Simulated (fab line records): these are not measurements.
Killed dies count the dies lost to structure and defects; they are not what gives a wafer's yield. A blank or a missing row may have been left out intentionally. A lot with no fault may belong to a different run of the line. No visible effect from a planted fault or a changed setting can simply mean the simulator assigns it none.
Split-lot trial + flow n5Finfet + 39 wafers read from 7 lots, route of 1938 steps

THE SPLIT ITSELF
At N5_DUMMY_GATE_ETCH_32 (etches SiO2 in CF4, target depth 3.5 nm, time 3.9 s), the setting timeS was moved away from the recipe's 3.9 s on 15 of the 39 wafers read, by -19.8% to +18.4%. The other wafers ran this setting at the recipe's value.

The split's own step is where the reading is taken.

THE READING
etch.depthNm (the simulator's own value, which no gauge read), in nm, at N5_DUMMY_GATE_ETCH_32 (etches SiO2 in CF4, target depth 3.5 nm, time 3.9 s). No usual value for it is given in the file. The 24 wafers here that ran the recipe average 3.509 nm, standard deviation 0.071 nm.

| wafer  | tool, chamber at the split | timeS as run, s | against the recipe | etch.depthNm, nm | against lot-mates on the recipe |
|--------|----------------------------|-----------------|--------------------|------------------|---------------------------------|
| L074.1 | rieSi-04, 1                | 3.9             | recipe             | 3.533            | -                               |
| L074.2 | rieSi-04, 0                | 3.9             | recipe             | 3.499            | -                               |
| L074.3 | rieSi-04, 2                | 4.619           | +18.4%             | 4.095            | +0.581                          |
| L074.4 | rieSi-04, 3                | 4.619           | +18.4%             | 4.071            | +0.557                          |
| L074.5 | rieSi-04, 0                | 3.9             | recipe             | 3.509            | -                               |
| L074.6 | rieSi-04, 1                | 4.619           | +18.4%             | 4.167            | +0.653                          |
| L076.1 | rieSi-02, 2                | 3.169           | -18.7%             | 2.827            | -0.734                          |
| L076.2 | rieSi-02, 3                | 3.9             | recipe             | 3.557            | -                               |
| L076.3 | rieSi-02, 0                | 3.9             | recipe             | 3.553            | -                               |
| L076.4 | rieSi-02, 1                | 3.169           | -18.7%             | 2.884            | -0.677                          |
| L076.5 | rieSi-02, 0                | 3.9             | recipe             | 3.574            | -                               |
| L076.6 | rieSi-02, 3                | 3.169           | -18.7%             | 2.901            | -0.660                          |
| L084.1 | rieSi-04, 3                | 3.9             | recipe             | 3.451            | -                               |
| L084.2 | rieSi-04, 2                | 3.9             | recipe             | 3.518            | -                               |
| L084.3 | rieSi-04, 0                | 3.9             | recipe             | 3.488            | -                               |
| L084.4 | rieSi-04, 3                | 3.9             | recipe             | 3.453            | -                               |
| L084.5 | rieSi-04, 0                | 3.9             | recipe             | 3.508            | -                               |
| L084.6 | rieSi-04, 2                | 3.9             | recipe             | 3.504            | -                               |
| L087.1 | rieSi-04, 3                | 3.9             | recipe             | 3.369            | -                               |
| L087.2 | rieSi-04, 1                | 3.128           | -19.8%             | 2.76             | -0.644                          |
| L087.3 | rieSi-04, 2                | 3.9             | recipe             | 3.41             | -                               |
| L087.4 | rieSi-04, 0                | 3.128           | -19.8%             | 2.735            | -0.669                          |
| L087.5 | rieSi-04, 0                | 3.9             | recipe             | 3.433            | -                               |
| L087.6 | rieSi-04, 3                | 3.128           | -19.8%             | 2.701            | -0.703                          |
| L090.1 | rieSi-02, 1                | 3.9             | recipe             | 3.648            | -                               |
| L090.5 | rieSi-02, 2                | 3.9             | recipe             | 3.441            | -                               |
| L090.6 | rieSi-02, 1                | 3.9             | recipe             | 3.671            | -                               |
| L095.1 | rieSi-04, 1                | 3.596           | -7.8%              | 3.225            | -0.256                          |
| L095.2 | rieSi-04, 2                | 3.596           | -7.8%              | 3.219            | -0.262                          |
| L095.3 | rieSi-04, 0                | 3.9             | recipe             | 3.449            | -                               |
| L095.4 | rieSi-04, 3                | 3.596           | -7.8%              | 3.19             | -0.291                          |
| L095.5 | rieSi-04, 1                | 3.9             | recipe             | 3.498            | -                               |
| L095.6 | rieSi-04, 0                | 3.9             | recipe             | 3.495            | -                               |
| L097.1 | rieSi-02, 1                | 3.9             | recipe             | 3.618            | -                               |
| L097.2 | rieSi-02, 0                | 3.9             | recipe             | 3.47             | -                               |
| L097.3 | rieSi-02, 3                | 3.9             | recipe             | 3.564            | -                               |
| L097.4 | rieSi-02, 0                | 3.153           | -19.2%             | 2.801            | -0.750                          |
| L097.5 | rieSi-02, 3                | 3.153           | -19.2%             | 2.879            | -0.672                          |
| L097.6 | rieSi-02, 1                | 3.153           | -19.2%             | 2.967            | -0.584                          |

THE FIT
A straight line over all 39 wafers: etch.depthNm changes by +0.0347 nm for each +1% of timeS; r = +0.98; the points scatter about the line by 0.07 nm.
The same after taking each lot's own level away (the mean of its wafers on the recipe; 39 wafers): +0.0343 nm for each +1%; r = +0.99; scatter 0.048 nm.
That fit puts the effect of the largest move of timeS on the reading at 0.68 nm.
The lots' own levels span 3.4040 to 3.5867 nm, that is 2.6 times the standard deviation above.
The two slopes agree, so the slope changes little with the lot-to-lot level.
Check: -0.69 nm against its lot-mates is what the line predicts for one of the wafers moved furthest among these (-19.8%) when that wafer is left out of the fit. Against them it came out at -0.644 nm.

THE FILE'S OWN FIT
etch.depthNm changes by +0.0345 nm for each +1% of timeS, r = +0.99.
